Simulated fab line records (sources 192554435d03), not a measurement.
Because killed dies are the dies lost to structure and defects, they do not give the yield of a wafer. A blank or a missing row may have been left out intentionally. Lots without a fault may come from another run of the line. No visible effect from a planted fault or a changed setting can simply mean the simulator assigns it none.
Split-lot experiment + flow n5-finfet + 21 wafers read from 7 lots, route of 1938 steps

== SPLIT DETAILS ==
At N5_MOL_CONTACT_COAG_VIA_ETCH_117 (etches SiO2 in C4F6/O2, target depth 40 nm, overetch 8 nm, time 26 s), the setting bias-w was moved away from the recipe's 455 W on 5 of the 21 wafers read, by -13.1% to -9.5%. For the rest of the wafers, this setting stayed at what the recipe calls for.

The reading is taken at the split's own step.

== THE READING ==
rf-vpp-V, in V, at N5_MOL_CONTACT_COAG_VIA_ETCH_117 (etches SiO2 in C4F6/O2, target depth 40 nm, overetch 8 nm, time 26 s). Typical for fault-free wafers on this fab line: 1588 V, with standard deviation 30 V.

| wafer  | tool, chamber at the split | bias-w as run, W | against the recipe | rf-vpp-V, V | against lot-mates on the recipe |
|--------|----------------------------|------------------|--------------------|-------------|---------------------------------|
| L079.4 | rie-diel-03, 1             | 455              | recipe             | 1639        | -                               |
| L079.5 | rie-diel-03, 2             | 455              | recipe             | 1573        | -                               |
| L079.6 | rie-diel-03, 3             | 455              | recipe             | 1570        | -                               |
| L089.1 | rie-diel-03, 2             | 455              | recipe             | 1573        | -                               |
| L089.2 | rie-diel-03, 3             | 455              | recipe             | 1569        | -                               |
| L089.3 | rie-diel-03, 0             | 455              | recipe             | 1614        | -                               |
| L090.1 | rie-diel-06, 2             | 395.4            | -13.1%             | 1427        | -172                            |
| L090.2 | rie-diel-06, 1             | 455              | recipe             | 1634        | -                               |
| L090.3 | rie-diel-06, 0             | 455              | recipe             | 1564        | -                               |
| L092.1 | rie-diel-06, 2             | 455              | recipe             | 1586        | -                               |
| L092.2 | rie-diel-06, 3             | 455              | recipe             | 1591        | -                               |
| L092.4 | rie-diel-06, 0             | 455              | recipe             | 1564        | -                               |
| L091.2 | rie-diel-03, 3             | 455              | recipe             | 1570        | -                               |
| L091.4 | rie-diel-03, 0             | 455              | recipe             | 1615        | -                               |
| L091.6 | rie-diel-03, 0             | 455              | recipe             | 1615        | -                               |
| L093.3 | rie-diel-03, 0             | 412              | -9.5%              | 1497        | -116                            |
| L093.5 | rie-diel-03, 3             | 412              | -9.5%              | 1457        | -156                            |
| L093.6 | rie-diel-03, 0             | 455              | recipe             | 1613        | -                               |
| L095.2 | rie-diel-06, 0             | 455              | recipe             | 1563        | -                               |
| L095.3 | rie-diel-06, 2             | 398.5            | -12.4%             | 1435        | -128                            |
| L095.4 | rie-diel-06, 0             | 398.5            | -12.4%             | 1414        | -149                            |

THE FIT
A straight line over all 21 wafers: rf-vpp-V changes by +12.8 V for each +1% of bias-w; r = +0.94; the points scatter about the line by 25 V.
The same after taking each lot's own level away (the mean of its wafers on the recipe; 21 wafers): +12.5 V for each +1%; r = +0.94; scatter 24 V.
According to that fit, moving bias-w by its largest amount changes the reading by 1.6e+02 V.
Measured against the standard deviation above, the lots' own levels, which go from 1563.0 to 1613.0 V, span 1.7 times it.
The two slopes agree, so the slope changes little with the lot-to-lot level.
Check: for one of the wafers moved furthest among these (-13.1%), held out of the fit, the line's prediction against its lot-mates is -162 V. It came out at -172 V against them.
Tool readings at the split's step, against how far the setting was moved: rf-vpp-V r = +0.94.

== THESE WAFERS: OTHER SPLITS ==
Note: prior to the reading, these wafers also went through further splits. Each is held against what the fit with the lots' levels taken away leaves over:
| other split on the same wafers         | wafers away from the commonest value | r with rf-vpp-V (lot level and that fit taken away) |
|----------------------------------------|--------------------------------------|-----------------------------------------------------|
| N5_SD_ACTIVATION_LSA_01 temp-c         | 3                                    | -0.10                                               |
| N5_HKMG_FIN_COAT_43 spin-rpm           | 7                                    | +0.17                                               |
| N5_HKMG_FIN_ETCH_55 bias-w             | 6                                    | +0.20                                               |
| N5_HKMG_FIN_ETCH_35 source-w           | 6                                    | +0.16                                               |
| N5_GATE_CUT_ALD_22 ald-cycles          | 5                                    | +0.12                                               |
| N5_MOL_CONTACT_COAG_COAT_75 spin-rpm   | 13                                   | -0.08                                               |
| N5_MOL_CONTACT_COAG_COAT_76 spin-rpm   | 6                                    | -0.06                                               |
| N5_MOL_CONTACT_COAG_ALD_133 ald-cycles | 9                                    | -0.08                                               |

== THE FILE'S OWN FIT ==
rf-vpp-V changes by +12.6 V for each +1% of bias-w, r = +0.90.
